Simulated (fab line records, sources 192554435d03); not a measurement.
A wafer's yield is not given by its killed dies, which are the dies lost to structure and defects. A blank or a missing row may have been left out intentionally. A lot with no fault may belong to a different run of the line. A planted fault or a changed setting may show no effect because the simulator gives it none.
fab line records	flow n5Finfet
record: lots: 8	wafers: 24	lastDay: 17
route steps=1938 shown STI_FIN_REVEAL@208 DUMMY_GATE@240 SPACER0@261 SD_EPI_N@272 BEOL_M4@1111 PASSIVATION@1936
lots that met no fault: from a run of the same line without faults
startH: hours from the record's first day to the start of the lot's first wafer shown	waitH: hours from the lot's prior step to this one	" identical to the entry in the row above	L1.1+2: one row covering several wafers at once	- either no value or no given start	* or withheld: withheld	< > ~ a bound
route shown NAME@n: a module of which the file shows steps, and the number in the route of the first	usual: mean/standard deviation of fault-free wafers	same: alike in all rows	chamber/n: place in a boat	sites: per-site readings	_std_site: the standard deviation of these	_edge_site: outer sites' mean less inner sites'	radiusMm: how far each site lies from the wafer's centre	mask NAME#n: copy n	behind: the last tool/chamber to shape the wafer	hold: reason for holding the lot/hours on hold/outcome of the hold	device: the n, p or np transistor that did not switch	end of line: tests of these same wafers at the route's end	where a step has no rows: the recipe by itself	killed: the dies lost at the first sort to structure and to defects; this is not the yield of the wafer	map: dies across one wafer; x = killed, . = not, _ = none there
set.NAME: the setting that was run; set.NAME@STEP: the one run at that earlier step	model.NAME: the simulator's own value behind a step, which no gauge read
the route's steps for a sample of lots (tables are steps, rows are wafers)
services: the hour from which a tool's chamber was out of use, counted from the record's first day as startH (under 0 if before that day), plus the number of hours and why
== steps ==
step: N5_STI_FIN_REVEAL_FIN_H_MEAS_10
usual: trenchDepthNm: 51.8/0.63
lot.wafer	tool	chamber	startH	waitH	trenchDepthNm
L465.3	ocd-01	-	41.32	0.0	51.6
L465.4	"	-	"	"	51.6
L465.5	"	-	"	"	51.0
L466.1	ocd-01	-	45.55	0.0	51.1
L466.3	"	-	"	"	51.3
L466.6	"	-	"	"	51.7
L468.1	ocd-02	-	56.08	0.0	51.9
L468.3	"	-	"	"	51.4
L468.6	"	-	"	"	51.6
L471.1	ocd-01	-	73.91	0.0	51.5
L471.3	"	-	"	"	51.5
L471.5	"	-	"	"	52.0
L472.1	ocd-01	-	81.57	0.0	51.0
L472.2	"	-	"	"	50.7
L472.5	"	-	"	"	50.8
L473.1	ocd-01	-	88.05	0.0	52.0
L473.5	"	-	"	"	52.0
L473.6	"	-	"	"	50.4
L485.1	ocd-01	-	157.63	0.0	51.7
L485.3	"	-	"	"	51.7
L485.4	"	-	"	"	52.2
L487.3	ocd-01	-	169.54	0.0	51.7
L487.4	"	-	"	"	51.4
L487.5	"	-	"	"	51.9
step: N5_DUMMY_GATE_TRIM_49
recipe: chemistry: O2	resist: SOC	timeS: 29	targetCdNm: 14	sourcePowerW: 300	biasPowerW: 0	O2_flow_sccm: 100	tempC: 20
usual: drypumpMotorCurrentA: 5.7/0.42	oesProductAu: 0.999/0.014	throttleValvePct: 8.19/0.09
same: timeS: 29
lot.wafer	tool	chamber	startH	waitH	drypumpMotorCurrentA	oesProductAu	rfHoursCounterH	throttleValvePct
L465.3	rieSi-05	2	50.23	0.0	6.0	1.002	63	8.19
L465.4	"	3	"	"	5.2	1.009	70	8.19
L465.5	"	0	"	"	6.1	1.013	-	8.31
L466.1	rieSi-05	1	55.18	0.0	5.6	0.995	107	8.26
L466.3	"	2	"	"	6.0	1.008	63	8.18
L466.6	"	0	"	"	6.1	1.019	-	8.30
L468.1	rieSi-05	2	65.46	0.0	6.0	1.005	63	8.18
L468.3	"	3	"	"	5.2	0.989	70	8.18
L468.6	"	0	"	"	6.2	1.017	-	8.30
L471.1	rieSi-05	2	83.73	0.0	6.0	1.019	64	8.19
L471.3	"	3	"	"	5.2	1.003	70	8.19
L471.5	"	2	"	"	6.0	1.017	-	8.19
L472.1	rieSi-02	3	91.45	0.0	6.6	0.969	26	8.02
L472.2	"	0	"	"	4.9	1.010	22	8.01
L472.5	"	3	"	"	6.6	0.965	-	8.02
L473.1	rieSi-05	1	96.98	0.0	5.6	0.984	107	8.26
L473.5	"	1	"	"	5.6	0.992	-	8.27
L473.6	"	0	"	"	6.2	1.025	-	8.32
L485.1	rieSi-06	0	166.67	0.0	5.6	1.006	34	8.30
L485.3	"	2	"	"	5.7	1.002	88	8.15
L485.4	"	3	"	"	5.6	1.006	128	8.19
L487.3	rieSi-02	1	178.48	0.0	5.7	1.001	70	8.23
L487.4	"	2	"	"	6.7	1.018	1	8.28
L487.5	"	1	"	"	5.7	0.997	-	8.20
step: N5_DUMMY_GATE_STRIP_41
recipe: chemistry: O2	powerW: 400	tempC: 40	pressureMtorr: 30	rfFrequencyHz: 6e+07	biasPowerW: 0	overashFraction: 0.3	o2FlowSccm: 225
usual: drypumpMotorCurrentA: 5.9/0.61	oesProductAu: 0.76/0.083	rfVppV: 3.6/0.47	showerheadPlenumPTorr: 2.10/0.082	throttleValvePct: 16.69/0.21
lot.wafer	tool	chamber	startH	waitH	drypumpMotorCurrentA	oesProductAu	rfHoursCounterH	rfVppV	showerheadPlenumPTorr	throttleValvePct
L465.3	rieDiel-03	3	50.47	0.0	6.4	0.70	230	4.1	1.99	16.76
L465.4	"	1	"	"	6.1	0.77	110	4.0	2.21	16.75
L465.5	"	2	"	"	5.4	0.76	-	3.4	2.09	16.70
L466.1	rieDiel-01	0	55.42	0.0	5.8	0.67	239	3.9	1.98	16.78
L466.3	"	3	"	"	6.2	0.83	67	3.5	2.03	16.38
L466.6	"	0	"	"	5.8	0.67	-	3.3	1.98	16.77
L468.1	rieDiel-04	2	65.73	0.0	6.1	0.72	200	3.1	2.08	16.81
L468.3	"	3	"	"	6.8	0.71	175	3.8	2.00	16.48
L468.6	"	2	"	"	6.1	0.72	-	3.7	2.08	16.82
L471.1	rieDiel-04	3	83.97	0.0	6.8	0.71	180	4.1	2.00	16.50
L471.3	"	2	"	"	6.1	0.72	204	2.7	2.08	16.84
L471.5	"	3	"	"	6.8	0.71	-	3.3	2.00	16.50
L472.1	rieDiel-04	3	91.69	0.0	6.8	0.71	182	2.7	2.00	16.51
L472.2	"	0	"	"	5.4	0.79	130	4.5	2.19	16.73
L472.5	"	3	"	"	6.8	0.71	-	3.2	2.00	16.50
L473.1	rieDiel-03	0	97.22	0.0	5.1	0.76	144	3.9	2.02	16.52
L473.5	"	0	"	"	5.1	0.76	-	3.6	2.02	16.51
L473.6	"	1	"	"	6.1	0.75	-	3.6	2.21	16.81
L485.1	rieDiel-01	1	167.00	0.0	4.7	0.98	1	4.1	2.14	16.52
L485.3	"	3	"	"	6.2	0.79	103	3.3	2.02	16.44
L485.4	"	2	"	"	6.6	0.67	247	2.9	2.07	17.11
L487.3	rieDiel-01	2	178.81	0.0	6.7	0.67	250	4.3	2.07	17.09
L487.4	"	3	"	"	6.2	0.78	106	4.5	2.02	16.45
L487.5	"	3	"	"	6.2	0.78	-	3.1	2.02	16.45
step: N5_DUMMY_GATE_INSPECT_27
recipe: inspectInstrument: brightfield	mode: aei
usual: rawDefectCount: 313/73
lot.wafer	tool	chamber	startH	waitH	rawDefectCount
L465.3	defectInspect-01	-	51.15	0.0	232
L465.4	"	-	"	"	304
L465.5	"	-	"	"	336
L466.1	defectInspect-02	-	56.10	0.0	314
L466.3	"	-	"	"	270
L466.6	"	-	"	"	243
L468.1	defectInspect-02	-	66.42	0.0	307
L468.3	"	-	"	"	310
L468.6	"	-	"	"	277
L471.1	defectInspect-02	-	84.65	0.0	1883
L471.3	"	-	"	"	1841
L471.5	"	-	"	"	1713
L472.1	defectInspect-01	-	92.38	0.0	301
L472.2	"	-	"	"	309
L472.5	"	-	"	"	301
L473.1	defectInspect-02	-	97.91	0.0	1748
L473.5	"	-	"	"	1678
L473.6	"	-	"	"	1661
L485.1	defectInspect-01	-	167.69	0.0	260
L485.3	"	-	"	"	183
L485.4	"	-	"	"	198
L487.3	defectInspect-01	-	179.49	0.0	414
L487.4	"	-	"	"	390
L487.5	"	-	"	"	248
step: N5_SPACER0_INSPECT_04
recipe: inspectInstrument: darkfield	mode: postDep
usual: rawDefectCount: 142/33
lot.wafer	tool	chamber	startH	waitH	rawDefectCount
L465.3	defectInspect-01	-	51.76	0.1	133
L465.4	"	-	"	"	177
L465.5	"	-	"	"	163
L466.1	defectInspect-01	-	56.75	0.1	160
L466.3	"	-	"	"	151
L466.6	"	-	"	"	134
L468.1	defectInspect-01	-	67.07	0.1	141
L468.3	"	-	"	"	134
L468.6	"	-	"	"	141
L471.1	defectInspect-02	-	85.26	0.1	1592
L471.3	"	-	"	"	1608
L471.5	"	-	"	"	1563
L472.1	defectInspect-02	-	92.98	0.1	172
L472.2	"	-	"	"	135
L472.5	"	-	"	"	142
L473.1	defectInspect-02	-	101.64	0.1	1599
L473.5	"	-	"	"	1531
L473.6	"	-	"	"	1517
L485.1	defectInspect-01	-	168.29	0.1	132
L485.3	"	-	"	"	83
L485.4	"	-	"	"	114
L487.3	defectInspect-01	-	180.42	0.1	190
L487.4	"	-	"	"	191
L487.5	"	-	"	"	111
step: N5_SD_EPI_N_INSPECT_11
recipe: mode: adi	inspectInstrument: macro
usual: rawDefectCount: 1.9/1.4
lot.wafer	tool	chamber	startH	waitH	rawDefectCount
L465.3	defectInspect-02	-	52.21	0.0	1
L465.4	"	-	"	"	0
L465.5	"	-	"	"	4
L466.1	defectInspect-02	-	57.20	0.0	1
L466.3	"	-	"	"	1
L466.6	"	-	"	"	0
L468.1	defectInspect-02	-	67.42	0.0	1
L468.3	"	-	"	"	3
L468.6	"	-	"	"	2
L471.1	defectInspect-01	-	85.59	0.0	>300
L471.3	"	-	"	"	>300
L471.5	"	-	"	"	>300
L472.1	defectInspect-01	-	93.43	0.0	2
L472.2	"	-	"	"	4
L472.5	"	-	"	"	1
L473.1	defectInspect-01	-	102.09	0.0	>300
L473.5	"	-	"	"	>300
L473.6	"	-	"	"	>300
L485.1	defectInspect-02	-	168.62	0.0	3
L485.3	"	-	"	"	1
L485.4	"	-	"	"	3
L487.3	defectInspect-02	-	180.87	0.0	2
L487.4	"	-	"	"	2
L487.5	"	-	"	"	0
step: N5_SD_EPI_N_DESCUM_14
recipe: chemistry: O2	timeS: 7.9	sourcePowerW: 50	biasPowerW: 20	pressureMtorr: 20	rfFrequencyHz: 2.712e+07	tempC: 40	resist: CAR-ArF-block	o2FlowSccm: 225
usual: drypumpMotorCurrentA: 5.8/0.46	oesProductAu: 0.76/0.082	rfVppV: 243.4/1.5	showerheadPlenumPTorr: 2.11/0.08	throttleValvePct: 20.45/0.26
same: timeS: 7.9
lot.wafer	tool	chamber	startH	waitH	drypumpMotorCurrentA	oesProductAu	rfHoursCounterH	rfVppV	showerheadPlenumPTorr	throttleValvePct
L465.3	rieDiel-02	3	52.24	0.0	5.8	0.71	191	243.7	2.08	20.41
L465.4	"	1	"	"	6.5	0.85	46	245.7	2.23	20.14
L465.5	"	0	"	"	6.3	0.77	-	242.9	2.10	20.16
L466.1	rieDiel-05	0	57.24	0.0	5.9	0.67	236	243.1	2.06	20.38
L466.3	"	3	"	"	4.9	0.73	150	244.6	2.17	20.33
L466.6	"	1	"	"	5.2	0.89	-	245.0	2.13	20.63
L468.1	rieDiel-05	0	67.45	0.0	5.9	0.67	240	242.8	2.06	20.39
L468.3	"	1	"	"	5.2	0.89	35	244.4	2.13	20.63
L468.6	"	3	"	"	4.9	0.73	-	245.2	2.17	20.31
L471.1	rieDiel-05	2	85.84	0.2	5.6	0.67	238	239.9	1.98	20.66
L471.3	"	1	"	"	5.2	0.87	41	242.9	2.13	20.64
L471.5	"	0	"	"	5.9	0.67	-	244.3	2.05	20.40
L472.1	rieDiel-02	1	93.49	0.1	6.5	0.84	58	245.7	2.22	20.14
L472.2	"	0	"	"	6.4	0.76	144	243.3	2.10	20.17
L472.5	"	3	"	"	5.7	0.70	-	243.1	2.07	20.43
L473.1	rieDiel-06	2	102.13	0.0	5.1	0.73	163	242.1	2.01	20.80
L473.5	"	0	"	"	5.8	0.71	-	243.8	2.08	20.84
L473.6	"	2	"	"	5.1	0.74	-	241.0	2.01	20.80
L485.1	rieDiel-02	2	168.95	0.3	5.9	0.74	189	245.1	2.18	20.41
L485.3	"	0	"	"	6.3	0.74	170	242.3	2.09	20.22
L485.4	"	1	"	"	6.5	0.81	77	245.0	2.22	20.18
L487.3	rieDiel-02	1	180.90	0.0	6.6	0.81	82	243.6	2.21	20.21
L487.4	"	0	"	"	6.4	0.73	-	243.0	2.09	20.22
L487.5	"	1	"	"	6.6	0.82	-	245.5	2.21	20.17
step: N5_BEOL_M4_RC_MEAS_101
usual: DIBL_N: 35.9/1.4	DIBL_P: 35.9/1.7	IOFF_N: 0.155/0.023	IOFF_P: 0.201/0.029	ION_N: 672/8.8	ION_P: 460/7	SS_N: 71.6/0.48	SS_P: 73.1/0.64	VT_N: 250.0/3	VT_P: -251.6/3
lot.wafer	tool	chamber	startH	waitH	DIBL_N[mV/V]	DIBL_P[mV/V]	IOFF_N[nA/um]	IOFF_P[nA/um]	ION_N[uA/um]	ION_P[uA/um]	SS_N[mV/dec]	SS_P[mV/dec]	VT_N[mV]	VT_P[mV]
L465.3	prober-02	0	170.23	0.3	34.6	35.1	0.131	0.195	667	460	71.7	73.3	250.4	-252.1
L465.4	"	0	"	"	38.2	38.6	0.191	0.252	680	464	72.2	74.6	245.9	-250.6
L465.5	"	0	"	"	37.1	37.4	0.174	0.229	672	459	71.7	74.0	247.3	-249.8
L466.1	prober-02	0	172.95	0.0	34.9	33.6	0.130	0.184	652	452	71.9	72.2	256.1	-249.7
L466.3	"	0	"	"	34.1	33.5	0.120	0.181	660	455	71.0	72.6	254.3	-250.7
L466.6	"	0	"	"	35.3	35.0	0.145	0.213	664	463	71.7	72.7	251.9	-250.3
L468.1	prober-02	0	194.31	0.0	36.2	35.5	0.143	0.188	669	458	71.7	72.4	251.5	-255.1
L468.3	"	0	"	"	37.7	36.6	0.163	0.202	666	456	72.1	73.5	251.0	-252.9
L468.6	"	0	"	"	35.9	35.5	0.145	0.190	674	462	71.3	72.6	250.1	-252.0
L471.1	prober-01	0	202.06	0.0	34.1	35.0	0.128	0.162	660	452	71.6	72.4	252.3	-254.1
L471.3	"	0	"	"	35.3	36.8	0.150	0.179	674	457	71.1	73.4	249.7	-254.3
L471.5	"	0	"	"	36.0	37.7	0.161	0.186	676	460	72.0	73.6	251.4	-253.0
L472.1	prober-02	0	216.75	0.0	33.8	33.6	0.126	0.147	669	453	70.9	72.7	251.1	-256.9
L472.2	"	0	"	"	35.1	34.5	0.141	0.155	669	443	71.8	72.7	251.5	-256.8
L472.5	"	0	"	"	34.4	34.1	0.131	0.148	665	448	70.8	72.1	252.5	-256.1
L473.1	prober-01	0	224.19	0.0	37.8	38.9	0.193	0.216	688	460	71.6	74.2	244.7	-251.0
L473.5	"	0	"	"	38.1	38.7	0.199	0.217	687	466	71.6	74.5	247.1	-250.6
L473.6	"	0	"	"	36.6	35.8	0.166	0.174	660	446	71.7	72.2	249.3	-253.7
L485.1	prober-02	0	286.47	0.0	39.1	39.8	0.211	0.260	682	462	72.3	74.4	243.3	-250.6
L485.3	"	0	"	"	38.5	39.4	0.195	0.250	685	464	72.4	73.7	248.6	-249.5
L485.4	"	0	"	"	37.6	38.0	0.187	0.231	686	469	71.8	73.0	243.6	-249.3
L487.3	prober-01	0	306.07	0.6	35.9	35.7	0.155	0.183	679	461	71.4	72.8	248.4	-253.1
L487.4	"	0	"	"	37.2	35.9	0.157	0.196	670	454	71.7	73.5	250.7	-252.3
L487.5	"	0	"	"	34.9	34.2	0.132	0.171	666	451	70.5	73.4	252.3	-254.2
step: N5_PASSIVATION_PROBE_49
usual: defectLimitedYield: 91.7/1.5	killed_at_M0_to_M3: 30/8.6	killed_at_M4_up: 12/4.5	killedAtContacts: 13/5.8	killedAtFrontEnd: 38/11	killedAtOther: 4/3	killedDies: 97/17	killedOnRim: 13/3.6	killedOpen: 63/12	killedShort: 32/8.8	sort_bin_5_function: 4.8/0.91	sort_bin_6_memory: 3.1/0.68	sortNPass: 1083/17	sortYieldPct: 91.7/1.5
same: grossDies: 1180	killedAtBackSide: 0	sort_bin_4_leakage[%]: 0	sort_bin_8_speed[%]: 0
lot.wafer	tool	chamber	startH	waitH	defectLimitedYield[%]	killed_at_M0_to_M3	killed_at_M4_up	killedAtContacts	killedAtFrontEnd	killedAtOther	killedDies	killedOnRim	killedOpen	killedShort	sort_bin_5_function[%]	sort_bin_6_memory[%]	sortNPass	sortYieldPct[%]
L471.1	prober-02	-	310.06	0.0	83.4	8	5	28	153	2	196	26	53	27	9.9	2.5	984	83.4
L471.3	prober-02	-	310.16	0.1	80.3	24	3	15	191	0	233	24	54	26	12.0	3.6	947	80.3
L471.5	prober-02	-	310.26	0.2	84.7	15	6	11	149	0	181	29	36	34	9.1	2.5	999	84.7
L473.1	prober-02	-	325.48	0.0	81.4	27	7	13	171	2	220	32	54	32	11.0	3.6	960	81.4
L473.5	prober-02	-	325.68	0.2	82.5	20	20	11	155	0	206	30	48	23	9.7	3.2	974	82.5
L473.6	prober-02	-	325.73	0.3	82.5	29	5	19	153	1	207	24	53	22	9.7	3.2	973	82.5
killed by level:class
L471.1 DUMMY_GATE:unspecified=115 MOL_CONTACT_COAG:geometricParticle:open=21 FIN_SAQP:geometricParticle:short=8 MOL_CONTACT_COAG:geometricParticle:short=7 STI_FIN_REVEAL:geometricParticle:open=6 GATE_CUT:geometricParticle:open=5 GATE_CUT:geometricParticle:short=5 FIN_SAQP:geometricParticle:open=3
L471.3 DUMMY_GATE:unspecified=152 MOL_CONTACT_COAG:geometricParticle:open=11 BEOL_M0_SAQP:geometricParticle:open=11 STI_FIN_REVEAL:geometricParticle:open=7 FIN_SAQP:geometricParticle:short=5 BEOL_M0_SAQP:geometricParticle:short=5 ILD0:geometricParticle:open=4 MOL_CONTACT_COAG:geometricParticle:short=4
L471.5 DUMMY_GATE:unspecified=110 FIN_SAQP:geometricParticle:short=14 MOL_CONTACT_COAG:geometricParticle:open=9 GATE_CUT:geometricParticle:short=7 BEOL_M1:geometricParticle:open=5 GATE_CUT:geometricParticle:open=3 BEOL_M0_SAQP:geometricParticle:open=3 STARTING-WAFER:geometricParticle:short=3
L473.1 DUMMY_GATE:unspecified=133 MOL_CONTACT_COAG:geometricParticle:open=11 FIN_SAQP:geometricParticle:short=8 BEOL_M3:geometricParticle:open=8 GATE_CUT:geometricParticle:short=7 GATE_CUT:geometricParticle:open=6 BEOL_M0_SAQP:geometricParticle:short=6 DUMMY_GATE:geometricParticle:open=5
L473.5 DUMMY_GATE:unspecified=130 MOL_CONTACT_COAG:geometricParticle:open=9 BEOL_M0_SAQP:geometricParticle:open=7 GATE_CUT:geometricParticle:short=6 BEOL_M3:geometricParticle:open=5 BEOL_M8:geometricParticle:open=5 BEOL_M0_SAQP:geometricParticle:short=4 BEOL_M7:geometricParticle:open=4
L473.6 DUMMY_GATE:unspecified=129 MOL_CONTACT_COAG:geometricParticle:open=15 BEOL_M3:geometricParticle:open=7 DUMMY_GATE:geometricParticle:open=5 BEOL_M0_SAQP:geometricParticle:open=5 STI_FIN_REVEAL:geometricParticle:open=4 MOL_CONTACT_COAG:geometricParticle:short=4 BEOL_M0_SAQP:geometricParticle:short=4
== services ==
tool	chamber	startH	hours	kind
rieSi-05	-	26.35	0.8	repair
rieDiel-02	0	37.94	4.1	repair
rieDiel-01	-	40.54	1.4	repair
rieDiel-05	1	40.94	2.4	repair
rieDiel-06	3	40.94	4.9	repair
rieDiel-01	-	45.33	4.0	pm
rieDiel-05	2	52.94	3.9	repair
rieDiel-06	0	52.95	4.0	repair
rieSi-06	-	70.49	0.7	repair
rieDiel-06	0	71.63	6.5	repair
rieSi-06	-	72.36	14.6	pm
rieDiel-02	-	77.79	0.1	repair
rieDiel-04	0	78.56	1.2	repair
rieDiel-02	-	80.40	2.8	pm
rieDiel-05	3	85.44	2.8	repair
rieDiel-01	0	93.52	-	clean
rieDiel-01	0	93.52	-	consumableReplace:focusRing
rieDiel-01	0	93.52	-	consumableReplace:showerhead
rieDiel-06	1	99.50	6.9	repair
rieDiel-03	-	123.29	14.6	pm
rieDiel-04	2	124.85	24.6	repair
rieDiel-04	0	161.53	6.6	repair
rieSi-02	-	169.57	1.8	repair
rieDiel-03	1	175.27	12.3	repair
== key ==
firstSign: step: N5_DUMMY_GATE_INSPECT_27	reading: rawDefectCount	direction: up	sigmas: 20	usual: 313	struck: 1754
effect: step: N5_SPACER0_INSPECT_04	reading: rawDefectCount	direction: up	sigmas: 43	usual: 142	struck: 1568
effect: step: N5_SD_EPI_N_INSPECT_11	reading: rawDefectCount	direction: up	sigmas: 99+	usual: 1.9	struck: >300
effect: step: N5_PASSIVATION_PROBE_49	reading: killedAtFrontEnd	direction: up	sigmas: 11	usual: 38	struck: 162
moreKillsBornAt: N5_DUMMY_GATE_TRIM_49@rieSi-05: 769
metAt N5_DUMMY_GATE_TRIM_49
struckLots L471,L473
notActingAt N5_STI_FIN_REVEAL_FIN_H_MEAS_10,N5_DUMMY_GATE_STRIP_41,N5_SD_EPI_N_DESCUM_14
onsetBetween 65.46 83.73
fault: kind: chamberParticleSource	tool: rieSi-05	chamber: -	onsetH: 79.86	steps: N5_DUMMY_GATE_TRIM_49	ratePerVisitCm2: 2.1578	endH: 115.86
